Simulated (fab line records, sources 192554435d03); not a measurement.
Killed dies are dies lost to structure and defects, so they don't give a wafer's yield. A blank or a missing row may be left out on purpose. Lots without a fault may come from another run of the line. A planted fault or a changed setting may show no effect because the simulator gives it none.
fab line records | flow n5_finfet
record lots=23 wafers=69 last_day=17
route steps=1938 shown BEOL_M15@1807 MIM_BOT@1832 MIM_TOP@1834
lots that met no fault: from a run of the same line without faults
start_h: hours from the record's first day to the start of the lot's first wafer shown | wait_h: hours since the lot's step before | " the same as in the row above | L1.1+2: a row that stands for several wafers | - no value, or no start given | * or withheld: withheld | < > ~ a bound
route shown NAME@n: a module of which the file shows steps, and the number in the route of the first | usual: mean/standard deviation of fault-free wafers | same: alike in all rows | chamber/n: place in a boat | sites: the reading at each site | _std_site: their standard deviation | _edge_site: outer sites' mean less inner sites' | radius_mm: how far each site lies from the wafer's centre | mask NAME#n: copy n | behind: the tool/chamber that last shaped the wafer | hold: why the lot was held/for how many hours/how that ended | device: the transistor (n, p or np) that didn't switch | end of line: the same wafers' tests at the end of the route | a step without rows: its recipe alone | killed: dies lost to structure and defects at the first sort, not the wafer's yield | map: a wafer's dies, x killed, . not, _ none there
set.NAME: the setting as run; set.NAME@STEP: as run at that earlier step | model.NAME: the simulator's own value behind a step, which no gauge read
steps of the route over a sample of lots; a table a step, a row a wafer
services: from which hour (start_h, from the record's first day; less than 0 if before it) a tool's chamber was out of use, for how many hours, and why
## steps
# step N5_BEOL_M15_DESCUM_33
# recipe chemistry=O2 time_s=7.9 source_power_w=50 bias_power_w=20 pressure_mtorr=20 rf_frequency_hz=2.712e+07 temp_c=40 o2_flow_sccm=225
# usual bias_power_w=20.00/0.058 chamber_pressure_mTorr=20.000/0.018 drypump_motor_current_A=5.9/0.35 oes_product_au=0.79/0.08 rf_vpp_V=243.6/1.4 showerhead_plenum_p_Torr=2.12/0.075 throttle_valve_pct=20.46/0.2
# columns lot.wafer tool chamber start_h wait_h bias_power_w chamber_pressure_mTorr drypump_motor_current_A oes_product_au rf_hours_counter_h rf_vpp_V showerhead_plenum_p_Torr throttle_valve_pct
L074.1 rie_diel-02 3 252.44 0.0 20.06 20.017 5.6 0.91 14 244.8 2.15 20.41
L074.3 " 2 " " 19.87 19.994 5.9 0.81 98 242.3 2.03 20.27
L074.5 " 3 " " 20.07 20.007 5.6 0.92 - 243.3 2.15 20.41
L076.1 rie_diel-06 1 258.34 0.0 20.04 19.998 6.0 0.72 171 244.3 2.20 20.67
L076.2 " 2 " " 19.96 20.000 5.9 0.77 122 247.0 2.18 20.48
L076.3 " 3 " " 20.03 19.992 6.5 0.70 228 244.1 2.18 20.74
L078.1 rie_diel-02 2 271.58 0.0 19.99 20.002 6.0 0.79 103 241.9 2.03 20.29
L078.5 " 2 " " 19.98 19.988 5.9 0.80 - 241.4 2.03 20.27
L078.6 " 1 " " 19.91 20.004 6.4 0.89 - 241.8 2.02 20.14
L077.1 rie_diel-06 2 273.58 0.5 20.04 20.035 5.9 0.76 129 245.4 2.18 20.48
L077.2 " 3 " " 20.00 20.022 6.4 0.69 234 245.3 2.17 20.75
L077.4 " 3 " " 19.97 19.992 6.4 0.69 - 244.8 2.17 20.76
L079.2 rie_diel-06 1 282.32 0.1 19.92 19.981 6.0 0.71 180 244.5 2.20 20.70
L079.3 " 0 " " 20.02 20.031 5.5 0.74 197 243.1 2.08 20.57
L079.5 " 0 " " 20.03 20.017 5.6 0.74 - 241.4 2.08 20.57
L080.2 rie_diel-01 3 289.63 0.2 19.97 20.010 6.2 0.78 90 244.3 2.19 20.39
L080.3 " 0 " " 19.99 20.024 5.1 0.84 69 242.7 2.01 20.30
L080.6 " 0 " " 19.97 19.995 5.1 0.84 - 241.6 2.01 20.30
L081.1 rie_diel-06 2 290.75 0.1 19.94 20.037 5.9 0.74 135 244.5 2.18 20.49
L081.3 " 1 " " 20.04 19.994 6.0 0.70 183 244.5 2.20 20.68
L081.6 " 1 " " 19.96 20.007 6.0 0.69 - 244.7 2.20 20.67
L083.3 rie_diel-02 2 296.56 0.0 20.05 20.019 5.9 0.78 113 241.7 2.03 20.29
L083.4 " 0 " " 19.96 20.009 5.6 0.98 5 245.6 2.24 20.02
L083.6 " 2 " " 20.08 19.998 5.9 0.79 - 242.4 2.03 20.29
L082.1 rie_diel-06 0 297.30 0.0 20.05 20.039 5.6 0.74 202 242.4 2.08 20.57
L082.3 " 2 " " 20.01 19.959 5.9 0.74 137 245.9 2.18 20.49
L082.6 " 1 " " 19.98 20.005 6.0 0.69 - 244.4 2.19 20.69
L084.1 rie_diel-01 2 297.50 0.0 20.12 20.015 5.6 0.71 223 243.6 2.16 20.49
L084.5 " 3 " " 20.14 19.989 6.2 0.77 - 244.9 2.19 20.37
L084.6 " 2 " " 20.00 19.981 5.6 0.72 - 243.4 2.16 20.49
L086.1 rie_diel-01 3 325.22 0.0 20.06 19.995 6.2 0.78 100 245.3 2.19 20.41
L086.4 " 1 " " 19.93 20.000 5.9 0.92 28 243.5 2.04 20.73
L086.5 " 1 " " 20.11 20.003 6.0 0.91 - 241.6 2.04 20.75
L085.1 rie_diel-06 1 326.23 0.0 19.89 19.987 6.0 0.71 196 244.9 2.19 20.69
L085.4 " 2 " " 19.94 19.976 5.9 0.75 - 245.0 2.17 20.50
L085.6 " 1 " " 19.98 19.999 6.1 0.70 - 243.3 2.19 20.72
L087.1 rie_diel-01 1 327.29 0.2 20.04 19.984 5.9 0.92 28 242.3 2.04 20.73
L087.3 " 2 " " 19.95 20.020 5.6 0.72 231 243.7 2.15 20.50
L087.5 " 0 " " 20.03 20.013 5.1 0.82 - 242.5 2.01 20.32
L088.1 rie_diel-02 3 333.39 0.0 19.96 19.998 5.6 0.87 41 243.8 2.14 20.44
L088.2 " 0 " " 19.93 20.031 5.7 0.94 15 245.6 2.24 20.04
L088.4 " 2 " " 20.08 20.010 6.0 0.78 123 241.2 2.02 20.32
L090.1 rie_diel-06 0 335.61 0.0 19.92 20.038 5.6 0.72 212 244.0 2.08 20.60
L090.4 " 0 " " 19.97 19.987 5.6 0.72 - 243.6 2.08 20.58
L090.6 " 2 " " 19.99 20.015 5.9 0.74 - 242.7 2.17 20.51
L089.1 rie_diel-02 0 345.34 0.0 20.08 20.039 5.6 0.94 19 245.7 2.23 20.02
L089.3 " 1 " " 20.03 20.027 6.4 0.86 68 242.5 2.02 20.15
L089.6 " 1 " " 19.99 19.983 6.4 0.86 - 242.0 2.02 20.17
L091.4 rie_diel-01 2 353.76 0.1 19.97 19.999 5.6 0.70 239 244.0 2.15 20.53
L091.5 " 0 " " 20.03 19.963 5.1 0.81 - 242.3 2.00 20.33
L091.6 " 3 " " 19.99 19.972 6.2 0.77 - 245.0 2.19 20.42
L092.1 rie_diel-06 3 358.11 0.1 20.00 19.997 6.5 1.00 2 244.7 2.17 20.34
L092.2 " 1 " " 19.95 19.996 6.0 0.69 209 243.8 2.19 20.73
L092.4 " 2 " " 19.93 20.009 5.9 0.74 160 242.6 2.17 20.53
L093.1 rie_diel-02 0 365.33 0.0 19.85 20.033 5.6 0.91 23 244.8 2.23 20.05
L093.4 " 3 " " 20.04 19.996 5.5 0.84 52 244.8 2.13 20.47
L093.5 " 1 " " 20.01 20.025 6.4 0.85 - 243.7 2.02 20.18
L094.4 rie_diel-06 1 374.01 0.0 19.98 19.992 6.0 0.70 213 243.5 2.19 20.73
L094.5 " 0 " " 20.07 19.964 5.6 0.72 - 243.0 2.07 20.62
L094.6 " 1 " " 20.02 20.024 6.0 0.68 - 244.0 2.18 20.72
L095.1 rie_diel-01 2 379.27 0.0 19.91 19.967 5.6 0.70 247 244.5 2.15 20.52
L095.3 " 1 " " 20.03 20.003 5.9 0.88 44 241.3 2.04 20.76
L095.6 " 1 " " 20.02 20.011 5.9 0.89 - 243.2 2.04 20.76
L096.1 rie_diel-02 0 381.82 0.5 19.88 19.998 5.6 0.91 28 247.2 2.23 20.05
L096.5 " 2 " " 20.00 20.008 5.9 0.76 - 241.5 2.02 20.33
L096.6 " 1 " " 20.03 19.996 6.4 0.85 - 241.0 2.01 20.17
L097.1 rie_diel-01 1 382.18 0.3 20.01 20.017 5.9 0.89 46 241.1 2.04 20.76
L097.2 " 2 " " 20.05 20.016 5.7 0.70 249 243.3 2.15 20.51
L097.6 " 3 " " 20.04 19.999 6.2 0.76 - 246.7 2.18 20.43
# step N5_BEOL_M15_ETCH_61
# recipe chemistry=N2/H2 target=BARC target_depth_a=890 overetch_a=267 time_s=67.9 ion_energy_ev=200 pressure_mtorr=30 source_w=840 bias_w=150 n2_flow_sccm=200 h2_flow_sccm=200
# usual chamber_pressure_mTorr=30.00/0.031 drypump_motor_current_A=5.9/0.35 oes_product_au=0.67/0.067 rf_vpp_V=524.7/2.4 showerhead_plenum_p_Torr=2.57/0.088 throttle_valve_pct=17.90/0.24
# columns lot.wafer tool chamber start_h wait_h chamber_pressure_mTorr drypump_motor_current_A oes_product_au rf_hours_counter_h rf_vpp_V showerhead_plenum_p_Torr throttle_valve_pct
L074.1 rie_diel-02 3 252.47 0.0 29.98 5.5 0.77 14 524.7 2.60 17.81
L074.3 " 2 " " 29.94 5.9 0.68 98 522.1 2.45 17.64
L074.5 " 3 " " 29.98 5.5 0.78 - 526.1 2.60 17.79
L076.1 rie_diel-06 1 258.38 0.0 29.97 6.0 0.61 171 526.2 2.63 17.91
L076.2 " 2 " " 30.02 5.9 0.65 122 526.6 2.67 18.04
L076.3 " 3 " " 29.98 6.4 0.60 228 526.0 2.59 17.79
L078.1 rie_diel-02 2 271.62 0.0 30.05 6.0 0.67 103 522.1 2.45 17.65
L078.5 " 2 " " 30.01 5.9 0.68 - 521.1 2.45 17.65
L078.6 " 1 " " 29.98 6.4 0.74 - 523.1 2.47 17.61
L077.1 rie_diel-06 2 273.61 0.0 30.03 5.9 0.65 129 528.2 2.67 18.07
L077.2 " 3 " " 29.98 6.4 0.60 234 524.4 2.59 17.80
L077.4 " 3 " " 29.99 6.4 0.60 - 527.2 2.59 17.81
L079.2 rie_diel-06 1 282.36 0.0 30.03 6.0 0.60 180 526.1 2.63 17.93
L079.3 " 0 " " 30.04 5.6 0.63 197 525.0 2.52 18.04
L079.5 " 0 " " 29.99 5.6 0.63 - 524.6 2.52 18.04
L080.2 rie_diel-01 3 289.67 0.0 30.00 6.2 0.67 90 526.3 2.68 18.03
L080.3 " 0 " " 30.01 5.1 0.72 69 522.6 2.46 17.80
L080.6 " 0 " " 30.01 5.1 0.71 - 521.9 2.46 17.78
L081.1 rie_diel-06 2 290.78 0.0 29.99 5.9 0.64 135 527.5 2.67 18.07
L081.3 " 1 " " 29.98 6.0 0.60 183 526.8 2.62 17.93
L081.6 " 1 " " 30.00 6.0 0.60 - 525.4 2.62 17.92
L083.3 rie_diel-02 2 296.59 0.0 30.01 5.9 0.67 113 521.0 2.44 17.66
L083.4 " 0 " " 30.00 5.7 0.83 5 528.1 2.70 17.26
L083.6 " 2 " " 30.03 5.9 0.66 - 521.9 2.44 17.66
L082.1 rie_diel-06 0 297.34 0.0 30.01 5.6 0.62 202 524.5 2.52 18.04
L082.3 " 2 " " 30.01 5.9 0.64 137 527.2 2.67 18.08
L082.6 " 1 " " 29.99 6.1 0.60 - 523.6 2.62 17.94
L084.1 rie_diel-01 2 297.53 0.0 30.02 5.6 0.61 223 527.4 2.64 18.07
L084.5 " 3 " " 30.02 6.2 0.68 - 527.3 2.68 18.02
L084.6 " 2 " " 30.01 5.6 0.61 - 525.7 2.64 18.07
L086.1 rie_diel-01 3 325.26 0.0 30.03 6.2 0.67 100 527.3 2.68 18.04
L086.4 " 1 " " 29.94 6.0 0.78 28 522.1 2.50 18.25
L086.5 " 1 " " 30.00 5.9 0.78 - 521.5 2.50 18.25
L085.1 rie_diel-06 1 326.26 0.0 30.00 6.1 0.60 196 525.9 2.62 17.95
L085.4 " 2 " " 30.03 5.9 0.64 - 526.4 2.66 18.10
L085.6 " 1 " " 30.04 6.0 0.60 - 525.7 2.62 17.96
L087.1 rie_diel-01 1 327.33 0.0 30.00 5.9 0.78 28 521.3 2.50 18.25
L087.3 " 2 " " 29.96 5.6 0.61 231 526.9 2.63 18.10
L087.5 " 0 " " 30.02 5.1 0.70 - 522.4 2.46 17.80
L088.1 rie_diel-02 3 333.43 0.0 29.99 5.6 0.73 41 524.5 2.59 17.84
L088.2 " 0 " " 30.01 5.6 0.80 15 527.7 2.70 17.29
L088.4 " 2 " " 29.99 5.9 0.66 123 522.0 2.44 17.68
L090.1 rie_diel-06 0 335.64 0.0 29.97 5.6 0.62 212 524.6 2.51 18.06
L090.4 " 0 " " 30.00 5.6 0.62 - 524.4 2.51 18.04
L090.6 " 2 " " 29.97 5.9 0.63 - 528.1 2.66 18.11
L089.1 rie_diel-02 0 345.38 0.0 30.00 5.7 0.79 19 526.7 2.70 17.28
L089.3 " 1 " " 30.03 6.4 0.73 68 521.8 2.46 17.63
L089.6 " 1 " " 30.02 6.4 0.73 - 521.4 2.46 17.66
L091.4 rie_diel-01 2 353.80 0.0 29.97 5.6 0.60 239 526.1 2.63 18.11
L091.5 " 0 " " 30.00 5.1 0.70 - 520.5 2.46 17.82
L091.6 " 3 " " 30.05 6.3 0.66 - 525.1 2.67 18.06
L092.1 rie_diel-06 3 358.15 0.0 30.00 6.5 0.83 2 525.8 2.58 17.37
L092.2 " 1 " " 29.99 6.0 0.60 209 525.1 2.61 17.99
L092.4 " 2 " " 30.03 5.9 0.62 160 526.4 2.66 18.13
L093.1 rie_diel-02 0 365.36 0.0 29.95 5.6 0.78 23 529.0 2.70 17.29
L093.4 " 3 " " 30.02 5.5 0.71 52 524.8 2.59 17.87
L093.5 " 1 " " 30.00 6.4 0.72 - 521.2 2.46 17.65
L094.4 rie_diel-06 1 374.05 0.0 30.02 6.0 0.58 213 526.2 2.61 17.98
L094.5 " 0 " " 30.01 5.6 0.61 - 523.3 2.51 18.08
L094.6 " 1 " " 30.03 6.0 0.58 - 525.2 2.61 17.99
L095.1 rie_diel-01 2 379.30 0.0 29.99 5.6 0.60 247 524.5 2.63 18.12
L095.3 " 1 " " 29.96 5.9 0.76 44 521.3 2.49 18.28
L095.6 " 1 " " 29.97 5.9 0.76 - 521.0 2.49 18.28
L096.1 rie_diel-02 0 381.86 0.0 30.03 5.7 0.78 28 528.8 2.69 17.29
L096.5 " 2 " " 30.00 6.0 0.66 - 518.9 2.43 17.71
L096.6 " 1 " " 29.98 6.3 0.72 - 521.7 2.46 17.65
L097.1 rie_diel-01 1 382.22 0.0 29.96 6.0 0.76 46 522.1 2.49 18.28
L097.2 " 2 " " 29.99 5.7 0.60 249 525.5 2.62 18.13
L097.6 " 3 " " 30.03 6.2 0.65 - 528.6 2.67 18.07
# step N5_BEOL_M15_STRIP_37
# recipe chemistry=O2 power_w=600 temp_c=60 pressure_mtorr=30 rf_frequency_hz=6e+07 bias_power_w=0 overash_fraction=0.3 o2_flow_sccm=225
# usual chamber_pressure_mTorr=30.00/0.038 drypump_motor_current_A=5.8/0.36 oes_product_au=0.81/0.086 rf_vpp_V=3.7/0.65 showerhead_plenum_p_Torr=2.12/0.078 throttle_valve_pct=16.65/0.19
# same bias_power_w=0
# columns lot.wafer tool chamber start_h wait_h chamber_pressure_mTorr drypump_motor_current_A oes_product_au rf_hours_counter_h rf_vpp_V showerhead_plenum_p_Torr throttle_valve_pct
L074.1 rie_diel-02 2 - - 29.99 5.9 0.80 99 4.3 2.04 16.52
L074.3 " 3 " " 30.02 5.6 0.90 14 4.3 2.15 16.60
L074.5 " 2 " " 29.98 6.0 0.81 - 3.3 2.04 16.49
L076.1 rie_diel-06 3 - - 30.03 6.4 0.70 228 2.9 2.18 16.96
L076.2 " 2 " " 29.94 5.9 0.77 123 4.4 2.19 16.72
L076.3 " 1 " " 30.04 6.0 0.71 171 5.3 2.20 16.87
L078.1 rie_diel-01 2 - - 29.99 5.6 0.73 215 3.2 2.16 16.75
L078.5 " 1 " " 30.05 5.9 0.97 - 3.9 2.05 16.87
L078.6 " 2 " " 30.04 5.6 0.72 - 3.6 2.16 16.73
L077.1 rie_diel-01 3 - - 30.01 6.2 0.79 86 3.3 2.20 16.59
L077.2 " 2 " " 30.04 5.6 0.72 216 3.2 2.16 16.73
L077.4 " 1 " " 29.94 5.9 0.96 12 3.9 2.05 16.87
L079.2 rie_diel-06 2 - - 30.00 5.9 0.76 132 2.2 2.18 16.71
L079.3 " 3 " " 30.02 6.4 0.69 237 2.8 2.18 16.98
L079.5 " 2 " " 30.02 5.9 0.76 - 3.2 2.18 16.72
L080.2 rie_diel-06 3 - - 30.01 6.4 0.69 240 3.3 2.17 17.00
L080.3 " 0 " " 30.01 5.6 0.74 199 2.7 2.09 16.86
L080.6 " 2 " " 30.05 5.9 0.75 - 2.6 2.18 16.74
L081.1 rie_diel-02 1 - - 30.03 6.4 0.88 53 2.7 2.03 16.36
L081.3 " 3 " " 29.94 5.6 0.88 28 3.5 2.14 16.61
L081.6 " 1 " " 29.98 6.4 0.88 - 3.2 2.03 16.37
L083.3 rie_diel-02 3 - - 30.03 5.5 0.87 29 3.5 2.14 16.60
L083.4 " 0 " " 30.02 5.6 0.97 5 2.8 2.24 16.20
L083.6 " 1 " " 29.99 6.4 0.88 - 4.0 2.03 16.41
L082.1 rie_diel-01 1 - - 29.98 5.9 0.95 20 3.0 2.05 16.88
L082.3 " 2 " " 29.99 5.7 0.72 223 4.3 2.16 16.76
L082.6 " 0 " " 29.99 5.1 0.84 - 4.2 2.01 16.58
L084.1 rie_diel-01 1 - - 29.96 5.9 0.92 20 2.7 2.05 16.89
L084.5 " 2 " " 30.00 5.6 0.72 - 3.7 2.16 16.77
L084.6 " 1 " " 30.08 5.9 0.93 - 3.9 2.05 16.88
L086.1 rie_diel-02 1 - - 30.03 6.4 0.86 63 3.3 2.03 16.41
L086.4 " 2 " " 29.97 5.9 0.77 122 3.9 2.03 16.56
L086.5 " 1 " " 30.03 6.4 0.87 - 4.4 2.02 16.40
L085.1 rie_diel-01 0 - - 29.90 5.1 0.82 81 4.0 2.01 16.57
L085.4 " 1 " " 30.09 6.0 0.91 29 4.8 2.04 16.88
L085.6 " 1 " " 30.03 5.9 0.92 - 4.1 2.04 16.88
L087.1 rie_diel-06 1 - - 29.96 6.0 0.69 197 4.2 2.19 16.88
L087.3 " 2 " " 29.96 5.9 0.74 148 4.2 2.18 16.75
L087.5 " 0 " " 30.11 5.6 0.73 - 3.6 2.08 16.85
L088.1 rie_diel-06 0 - - 30.01 5.6 0.73 211 2.9 2.08 16.88
L088.2 " 2 " " 29.99 5.9 0.75 150 3.2 2.18 16.74
L088.4 " 1 " " 30.04 6.0 0.69 - 3.7 2.19 16.92
L090.1 rie_diel-01 0 - - 30.02 5.1 0.82 83 4.0 2.01 16.59
L090.4 " 2 " " 30.02 5.6 0.71 234 3.5 2.16 16.77
L090.6 " 3 " " 30.05 6.2 0.78 - 5.8 2.19 16.62
L089.1 rie_diel-01 0 - - 29.99 5.1 0.82 86 3.7 2.01 16.58
L089.3 " 2 " " 30.03 5.6 0.71 237 3.4 2.16 16.77
L089.6 " 2 " " 30.02 5.6 0.71 - 4.9 2.16 16.77
L091.4 rie_diel-01 1 - - 29.99 5.9 0.90 38 2.9 2.04 16.92
L091.5 " 0 " " 29.98 5.1 0.81 - 3.8 2.01 16.58
L091.6 " 3 " " 29.97 6.2 0.76 - 2.8 2.19 16.65
L092.1 rie_diel-02 3 - - 30.00 5.5 0.85 50 4.6 2.14 16.64
L092.2 " 2 " " 29.98 5.9 0.77 133 4.2 2.02 16.58
L092.4 " 1 " " 30.01 6.3 0.86 73 3.7 2.02 16.40
L093.1 rie_diel-06 1 - - 30.06 6.0 0.68 211 3.9 2.19 16.94
L093.4 " 3 " " 30.03 6.4 0.99 4 3.4 2.17 16.51
L093.5 " 3 " " 30.00 6.5 0.98 - 4.0 2.17 16.52
L094.4 rie_diel-02 2 - - 30.03 5.9 0.76 137 3.2 2.02 16.59
L094.5 " 3 " " 30.00 5.5 0.84 - 4.0 2.14 16.65
L094.6 " 0 " " 29.96 5.6 0.91 - 3.1 2.23 16.24
L095.1 rie_diel-06 1 - - 29.94 6.1 0.69 216 2.5 2.19 16.94
L095.3 " 0 " " 29.99 5.6 0.72 228 4.6 2.08 16.88
L095.6 " 2 " " 30.02 5.9 0.73 - 4.1 2.17 16.76
L096.1 rie_diel-02 0 - - 30.00 5.7 0.91 29 3.1 2.23 16.26
L096.5 " 3 " " 30.04 5.6 0.83 - 3.6 2.14 16.66
L096.6 " 2 " " 29.94 5.9 0.75 - 3.8 2.02 16.59
L097.1 rie_diel-02 1 - - 30.05 6.4 0.84 81 3.6 2.02 16.42
L097.2 " 2 " " 30.05 5.9 0.76 141 3.6 2.02 16.58
L097.6 " 0 " " 30.00 5.6 0.90 - 3.8 2.23 16.28
# step N5_BEOL_M15_INSPECT_55
# recipe inspect_instrument=darkfield mode=post_dep
# usual raw_defect_count=67/22
# columns lot.wafer tool chamber start_h wait_h raw_defect_count
L074.1 defect_inspect-01 - 256.45 0.0 60
L074.3 " - " " 65
L074.5 " - " " 78
L076.1 defect_inspect-02 - 261.79 0.0 45
L076.2 " - " " 40
L076.3 " - " " 43
L078.1 defect_inspect-02 - 275.16 0.0 46
L078.5 " - " " 49
L078.6 " - " " 71
L077.1 defect_inspect-01 - 278.57 0.0 44
L077.2 " - " " 74
L077.4 " - " " 33
L079.2 defect_inspect-02 - 284.62 0.0 63
L079.3 " - " " 35
L079.5 " - " " 82
L080.2 defect_inspect-02 - 291.67 0.0 62
L080.3 " - " " 50
L080.6 " - " " 67
L081.1 defect_inspect-02 - 294.89 0.0 70
L081.3 " - " " 109
L081.6 " - " " 99
L083.3 defect_inspect-01 - 300.23 0.0 57
L083.4 " - " " 103
L083.6 " - " " 49
L082.1 defect_inspect-02 - 300.49 0.0 82
L082.3 " - " " 44
L082.6 " - " " 57
L084.1 defect_inspect-01 - 301.93 0.0 98
L084.5 " - " " 97
L084.6 " - " " 66
L086.1 defect_inspect-02 - 330.23 0.0 41
L086.4 " - " " 45
L086.5 " - " " 52
L085.1 defect_inspect-02 - 330.97 0.0 63
L085.4 " - " " 56
L085.6 " - " " 48
L087.1 defect_inspect-01 - 331.78 0.0 44
L087.3 " - " " 59
L087.5 " - " " 30
L088.1 defect_inspect-02 - 336.21 0.0 83
L088.2 " - " " 39
L088.4 " - " " 46
L090.1 defect_inspect-01 - 338.35 0.0 51
L090.4 " - " " 55
L090.6 " - " " 53
L089.1 defect_inspect-02 - 348.49 0.0 62
L089.3 " - " " 40
L089.6 " - " " 71
L091.4 defect_inspect-01 - 361.77 0.0 60
L091.5 " - " " 80
L091.6 " - " " 123
L092.1 defect_inspect-02 - 364.58 0.0 39
L092.2 " - " " 54
L092.4 " - " " 104
L093.1 defect_inspect-01 - 372.29 0.0 96
L093.4 " - " " 92
L093.5 " - " " 102
L094.4 defect_inspect-01 - 377.11 0.0 112
L094.5 " - " " 61
L094.6 " - " " 77
L095.1 defect_inspect-01 - 383.40 0.0 83
L095.3 " - " " 59
L095.6 " - " " 84
L096.1 defect_inspect-02 - 384.02 0.0 55
L096.5 " - " " 108
L096.6 " - " " 55
L097.1 defect_inspect-01 - 389.90 0.0 72
L097.2 " - " " 92
L097.6 " - " " 74
# step N5_MIM_BOT_DEGAS_01
# recipe ambient=vacuum temp_c=300 time_s=60
# usual heater_power_w=449/34
# columns lot.wafer tool chamber start_h wait_h heater_power_w
L074.1 pvd_sputter-02 - 259.61 2.1 401
L074.3 " - " " 490
L074.5 " - " " 418
L076.1 pvd_sputter-03 - 263.04 0.2 507
L076.2 " - " " 497
L076.3 " - " " 428
L078.1 pvd_sputter-03 - 276.70 0.5 505
L078.5 " - " " 492
L078.6 " - " " 433
L077.1 pvd_sputter-02 - 280.54 1.0 473
L077.2 " - " " 429
L077.4 " - " " 386
L079.2 pvd_sputter-01 - 285.94 0.3 439
L079.3 " - " " 415
L079.5 " - " " 416
L080.2 pvd_sputter-02 - 293.38 0.7 481
L080.3 " - " " 396
L080.6 " - " " 396
L081.1 pvd_sputter-03 - 298.38 2.5 492
L081.3 " - " " 503
L081.6 " - " " 490
L083.3 pvd_sputter-01 - 304.45 3.2 416
L083.4 " - " " 486
L083.6 " - " " 466
L082.1 pvd_sputter-01 - 304.57 3.1 416
L082.3 " - " " 442
L082.6 " - " " 465
L084.1 pvd_sputter-02 - 304.92 2.0 432
L084.5 " - " " 478
L084.6 " - " " 425
L086.1 pvd_sputter-03 - 331.95 0.7 495
L086.4 " - " " 435
L086.5 " - " " 449
L085.1 pvd_sputter-02 - 334.03 2.0 403
L085.4 " - " " 426
L085.6 " - " " 396
L087.1 pvd_sputter-02 - 334.42 1.6 416
L087.3 " - " " 396
L087.5 " - " " 429
L088.1 pvd_sputter-01 - 337.57 0.4 456
L088.2 " - " " 458
L088.4 " - " " 419
L090.1 pvd_sputter-03 - 341.27 1.9 429
L090.4 " - " " 443
L090.6 " - " " 432
L089.1 pvd_sputter-02 - 349.90 0.4 427
L089.3 " - " " 480
L089.6 " - " " 471
L091.4 pvd_sputter-03 - 363.45 0.7 499
L091.5 " - " " 426
L091.6 " - " " 501
L092.1 pvd_sputter-03 - 369.92 4.3 502
L092.2 " - " " 489
L092.4 " - " " 419
L093.1 pvd_sputter-03 - 375.23 1.9 446
L093.4 " - " " 498
L093.5 " - " " 486
L094.4 pvd_sputter-01 - 378.83 0.7 410
L094.5 " - " " 484
L094.6 " - " " 420
L095.1 pvd_sputter-02 - 385.76 1.4 490
L095.3 " - " " 435
L095.6 " - " " 424
L096.1 pvd_sputter-02 - 386.08 1.0 396
L096.5 " - " " 426
L096.6 " - " " 430
L097.1 pvd_sputter-03 - 391.52 0.6 444
L097.2 " - " " 503
L097.6 " - " " 442
# step N5_MIM_TOP_ALD_00
# recipe material=Al2O3 target_thk_a=* temp_c=withheld ald_precursor_family=TMA ald_co_reactant=O3 pulse_time_s=withheld purge_time_s=3 co_reactant_purge_time_s=withheld co_reactant_pulse_time_s=3 ald_cycles=withheld
# usual precursor_pulse_height_rel=1.001/0.021
# columns lot.wafer tool chamber start_h wait_h precursor_pulse_height_rel
L074.1 ald_hk-01 0 259.75 0.1 0.966
L074.3 " 3 " " 1.012
L074.5 " 1 " " 1.021
L076.1 ald_hk-01 1 263.18 0.1 0.986
L076.2 " 3 " " 0.988
L076.3 " 2 " " 0.985
L078.1 ald_hk-03 1 276.84 0.1 0.960
L078.5 " 3 " " 1.008
L078.6 " 0 " " 0.936
L077.1 ald_hk-03 1 280.68 0.1 0.960
L077.2 " 0 " " 1.008
L077.4 " 3 " " 0.982
L079.2 ald_hk-01 1 286.08 0.1 0.994
L079.3 " 0 " " 0.986
L079.5 " 3 " " 1.021
L080.2 ald_hk-02 3 293.52 0.1 0.978
L080.3 " 0 " " 1.008
L080.6 " 2 " " 0.988
L081.1 ald_hk-03 0 298.52 0.1 0.998
L081.3 " 1 " " 1.030
L081.6 " 0 " " 0.983
L083.3 ald_hk-03 3 304.60 0.1 1.013
L083.4 " 1 " " 0.988
L083.6 " 2 " " 1.003
L082.1 ald_hk-02 0 304.72 0.1 0.984
L082.3 " 1 " " 0.988
L082.6 " 1 " " 1.025
L084.1 ald_hk-01 1 305.06 0.1 0.997
L084.5 " 1 " " 1.017
L084.6 " 0 " " 1.031
L086.1 ald_hk-01 3 332.09 0.1 0.998
L086.4 " 2 " " 1.005
L086.5 " 3 " " 1.013
L085.1 ald_hk-03 2 334.19 0.1 0.995
L085.4 " 3 " " 0.985
L085.6 " 3 " " 0.984
L087.1 ald_hk-01 2 334.57 0.1 1.012
L087.3 " 1 " " 0.951
L087.5 " 1 " " 0.963
L088.1 ald_hk-03 3 337.71 0.1 0.998
L088.2 " 0 " " 0.998
L088.4 " 1 " " 1.014
L090.1 ald_hk-02 1 341.41 0.1 1.005
L090.4 " 3 " " 1.035
L090.6 " 3 " " 1.014
L089.1 ald_hk-02 2 350.04 0.1 0.975
L089.3 " 3 " " 0.987
L089.6 " 2 " " 0.999
L091.4 ald_hk-01 1 363.59 0.1 1.011
L091.5 " 2 " " 0.976
L091.6 " 1 " " 1.011
L092.1 ald_hk-01 0 370.06 0.1 1.011
L092.2 " 1 " " 0.997
L092.4 " 3 " " 0.996
L093.1 ald_hk-01 2 375.37 0.1 0.978
L093.4 " 0 " " 1.001
L093.5 " 0 " " 0.975
L094.4 ald_hk-01 3 378.97 0.1 0.980
L094.5 " 1 " " 1.043
L094.6 " 0 " " 0.981
L095.1 ald_hk-01 1 385.91 0.1 1.011
L095.3 " 2 " " 0.974
L095.6 " 1 " " 1.011
L096.1 ald_hk-03 1 386.23 0.1 0.985
L096.5 " 0 " " 1.035
L096.6 " 1 " " 0.978
L097.1 ald_hk-03 0 391.66 0.1 1.004
L097.2 " 2 " " 1.032
L097.6 " 3 " " 0.976
## services
# columns tool chamber start_h hours kind
ald_hk-01 - 232.25 0.6 repair
rie_diel-06 0 241.54 35.5 repair
ald_hk-01 - 250.94 0.8 repair
ald_hk-01 - 265.99 8.7 pm
rie_diel-02 0 267.48 - clean
rie_diel-02 0 267.48 - consumable_replace:focus_ring
rie_diel-02 0 267.48 - consumable_replace:showerhead
rie_diel-02 0 267.48 17.7 scheduled_down
rie_diel-02 0 267.48 17.7 vent_cycle
rie_diel-02 1 275.33 12.3 repair
ald_hk-03 - 287.53 0.7 repair
rie_diel-01 - 291.01 0.8 repair
rie_diel-06 0 310.84 9.6 repair
rie_diel-06 3 320.63 - clean
rie_diel-06 3 320.63 - consumable_replace:focus_ring
rie_diel-06 3 320.63 31.4 scheduled_down
rie_diel-06 3 320.63 31.4 vent_cycle
rie_diel-02 0 348.61 5.8 repair
pvd_sputter-01 - 363.54 2.5 repair
ald_hk-03 - 368.77 2.8 pm
rie_diel-01 0 375.74 13.6 repair
rie_diel-01 2 388.29 8.3 repair
rie_diel-02 3 389.99 6.1 repair
## key
fault none
